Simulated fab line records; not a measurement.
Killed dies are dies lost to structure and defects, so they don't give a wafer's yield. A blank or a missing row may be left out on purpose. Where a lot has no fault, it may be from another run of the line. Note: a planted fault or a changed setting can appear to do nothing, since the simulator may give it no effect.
Which tool was responsible? / flow nand harc / 12 lots with 36 wafers sampled at 3 steps, on a route of 1302 steps

## WHAT THE GAUGES SHOWED, per wafer
NHARC_P_STI_CD_MEAS_09 targets a cd of 200 nm. Usual: 200.5 nm for cd nm, sd 2.3.
lot=L837; measured=day 3 04:52; on=cd sem-01; cd nm (nm)=196.7 200.2 197.9; flag=
lot=L839; measured=day 4 02:39; on=cd sem-01; cd nm (nm)=201.7 202.9 200.8; flag=
lot=L840; measured=day 4 11:00; on=cd sem-03; cd nm (nm)=202.3 202.6 199.6; flag=
lot=L842; measured=day 5 07:26; on=cd sem-01; cd nm (nm)=199.9 199.3 198.4; flag=
lot=L844; measured=day 6 04:37; on=cd sem-03; cd nm (nm)=204.0 206.9 205.8; flag=
lot=L846; measured=day 7 00:21; on=cd sem-03; cd nm (nm)=204.1 206.9 204.7; flag=
lot=L853; measured=day 9 20:11; on=cd sem-03; cd nm (nm)=197.3 199.9 199.4; flag=
lot=L855; measured=day 10 18:59; on=cd sem-02; cd nm (nm)=196.9 196.2 196.4; flag=
lot=L856; measured=day 11 04:23; on=cd sem-01; cd nm (nm)=200.3 199.1 199.9; flag=
lot=L857; measured=day 11 14:31; on=cd sem-02; cd nm (nm)=199.5 197.7 197.3; flag=
lot=L858; measured=day 12 00:14; on=cd sem-03; cd nm (nm)=197.4 197.4 196.2; flag=
lot=L859; measured=day 12 14:08; on=cd sem-02; cd nm (nm)=199.4 200.9 199.0; flag=

## TOOL THAT RAN EACH LOT (tool first, then ch and the chambers of the sampled wafers, then the start)
lot=L837; NHARC_P_ZERO_WELL_DESCUM_26=rie diel-04 ch 0,2,3, day 2 08:43; NHARC_P_STI_EXPOSE_06=krf scanner-01 ch 0, day 3 04:43
lot=L839; NHARC_P_ZERO_WELL_DESCUM_26=rie diel-05 ch 1,2,3, day 3 04:37; NHARC_P_STI_EXPOSE_06=krf scanner-01 ch 0, day 4 02:30
lot=L840; NHARC_P_ZERO_WELL_DESCUM_26=rie diel-05 ch 0,1,2, day 3 14:47; NHARC_P_STI_EXPOSE_06=krf scanner-04 ch 0, day 4 10:51
lot=L842; NHARC_P_ZERO_WELL_DESCUM_26=rie diel-04 ch 2,3, day 4 10:38; NHARC_P_STI_EXPOSE_06=krf scanner-01 ch 0, day 5 07:17
lot=L844; NHARC_P_ZERO_WELL_DESCUM_26=rie diel-01 ch 0,2, day 5 09:04; NHARC_P_STI_EXPOSE_06=krf scanner-02 ch 0, day 6 04:28
lot=L846; NHARC_P_ZERO_WELL_DESCUM_26=rie diel-05 ch 0,3, day 6 02:44; NHARC_P_STI_EXPOSE_06=krf scanner-04 ch 0, day 7 00:12
lot=L853; NHARC_P_ZERO_WELL_DESCUM_26=rie diel-05 ch 1,2, day 9 00:37; NHARC_P_STI_EXPOSE_06=krf scanner-02 ch 0, day 9 20:01
lot=L855; NHARC_P_ZERO_WELL_DESCUM_26=rie diel-05 ch 1,2,3, day 9 20:50; NHARC_P_STI_EXPOSE_06=krf scanner-01 ch 0, day 10 18:50
lot=L856; NHARC_P_ZERO_WELL_DESCUM_26=rie diel-04 ch 0,1,3, day 10 06:41; NHARC_P_STI_EXPOSE_06=krf scanner-04 ch 0, day 11 04:14
lot=L857; NHARC_P_ZERO_WELL_DESCUM_26=rie diel-04 ch 0,1, day 10 16:59; NHARC_P_STI_EXPOSE_06=krf scanner-04 ch 0, day 11 14:22
lot=L858; NHARC_P_ZERO_WELL_DESCUM_26=rie diel-05 ch 0,1,2, day 11 02:37; NHARC_P_STI_EXPOSE_06=krf scanner-04 ch 0, day 12 00:05
lot=L859; NHARC_P_ZERO_WELL_DESCUM_26=rie diel-05 ch 0,2,3, day 11 12:44; NHARC_P_STI_EXPOSE_06=krf scanner-02 ch 0, day 12 13:59
- NHARC_P_ZERO_WELL_DESCUM_26: chemistry O2, time 3 s.
- NHARC_P_STI_EXPOSE_06: exposes mask P STI, target cd 200 nm.

## WHAT THE TOOLS THEMSELVES READ (means of the sampled wafers that have a number; where no wafer has one, the mark that the record gives instead)
NHARC_P_ZERO_WELL_DESCUM_26. Usual: chamber pressure mTorr 59.99 mTorr, standard deviation 0.051; drypump motor current A 5.7 A, standard deviation 0.53; oes product au 1.002 a.u., standard deviation 0.011; rf vpp V 57.8 V, standard deviation 0.87; showerhead plenum p Torr 1.90 Torr, standard deviation 0.073; throttle valve pct 11.310 %, standard deviation 0.0082.
lot=L837; tool=rie diel-04; chamber pressure mTorr (mTorr)=60.03; drypump motor current A (A)=5.8; oes product au (a.u.)=0.993; rf vpp V (V)=58.0; showerhead plenum p Torr (Torr)=1.90; throttle valve pct (%)=11.310; flag=
lot=L839; tool=rie diel-05; chamber pressure mTorr (mTorr)=59.91; drypump motor current A (A)=5.3; oes product au (a.u.)=1.005; rf vpp V (V)=58.0; showerhead plenum p Torr (Torr)=1.94; throttle valve pct (%)=11.305; flag=
lot=L840; tool=rie diel-05; chamber pressure mTorr (mTorr)=60.01; drypump motor current A (A)=5.5; oes product au (a.u.)=1.002; rf vpp V (V)=58.7; showerhead plenum p Torr (Torr)=1.88; throttle valve pct (%)=11.312; flag=
lot=L842; tool=rie diel-04; chamber pressure mTorr (mTorr)=59.99; drypump motor current A (A)=6.1; oes product au (a.u.)=0.994; rf vpp V (V)=57.3; showerhead plenum p Torr (Torr)=1.86; throttle valve pct (%)=11.314; flag=
lot=L844; tool=rie diel-01; chamber pressure mTorr (mTorr)=60.00; drypump motor current A (A)=6.5; oes product au (a.u.)=1.008; rf vpp V (V)=57.2; showerhead plenum p Torr (Torr)=1.85; throttle valve pct (%)=11.315; flag=
lot=L846; tool=rie diel-05; chamber pressure mTorr (mTorr)=59.97; drypump motor current A (A)=5.7; oes product au (a.u.)=1.000; rf vpp V (V)=57.4; showerhead plenum p Torr (Torr)=1.89; throttle valve pct (%)=11.312; flag=
lot=L853; tool=rie diel-05; chamber pressure mTorr (mTorr)=60.01; drypump motor current A (A)=5.4; oes product au (a.u.)=1.003; rf vpp V (V)=57.1; showerhead plenum p Torr (Torr)=1.86; throttle valve pct (%)=11.307; flag=
lot=L855; tool=rie diel-05; chamber pressure mTorr (mTorr)=60.00; drypump motor current A (A)=5.3; oes product au (a.u.)=1.001; rf vpp V (V)=57.5; showerhead plenum p Torr (Torr)=1.92; throttle valve pct (%)=11.305; flag=
lot=L856; tool=rie diel-04; chamber pressure mTorr (mTorr)=59.98; drypump motor current A (A)=5.8; oes product au (a.u.)=0.998; rf vpp V (V)=57.9; showerhead plenum p Torr (Torr)=1.86; throttle valve pct (%)=11.312; flag=
lot=L857; tool=rie diel-04; chamber pressure mTorr (mTorr)=60.00; drypump motor current A (A)=5.6; oes product au (a.u.)=1.008; rf vpp V (V)=57.2; showerhead plenum p Torr (Torr)=1.88; throttle valve pct (%)=11.310; flag=
lot=L858; tool=rie diel-05; chamber pressure mTorr (mTorr)=60.00; drypump motor current A (A)=5.6; oes product au (a.u.)=1.000; rf vpp V (V)=58.5; showerhead plenum p Torr (Torr)=1.87; throttle valve pct (%)=11.309; flag=
lot=L859; tool=rie diel-05; chamber pressure mTorr (mTorr)=59.99; drypump motor current A (A)=5.7; oes product au (a.u.)=1.009; rf vpp V (V)=58.0; showerhead plenum p Torr (Torr)=1.87; throttle valve pct (%)=11.315; flag=

## THE ANSWER, worked out from the rows above alone
Rule: a lot is off if the mean of its wafers that have a number lies more than 3 standard deviations from the usual mean. A lot without any number at a reading at which 4 lots or more have one is off too. The other lots that the step has rows for count as sound. The gauges are gone through in route order, then the tools' own readings, and for those a lot's mean is taken as printed above. The first step at which some lot is off is used, and at that step the reading that is off furthest; a lot without a number counts as furthest.
No lot is off on any of the readings shown, so nothing can be concluded from this.

## WHAT WAS PUT IN BY THE SIMULATOR
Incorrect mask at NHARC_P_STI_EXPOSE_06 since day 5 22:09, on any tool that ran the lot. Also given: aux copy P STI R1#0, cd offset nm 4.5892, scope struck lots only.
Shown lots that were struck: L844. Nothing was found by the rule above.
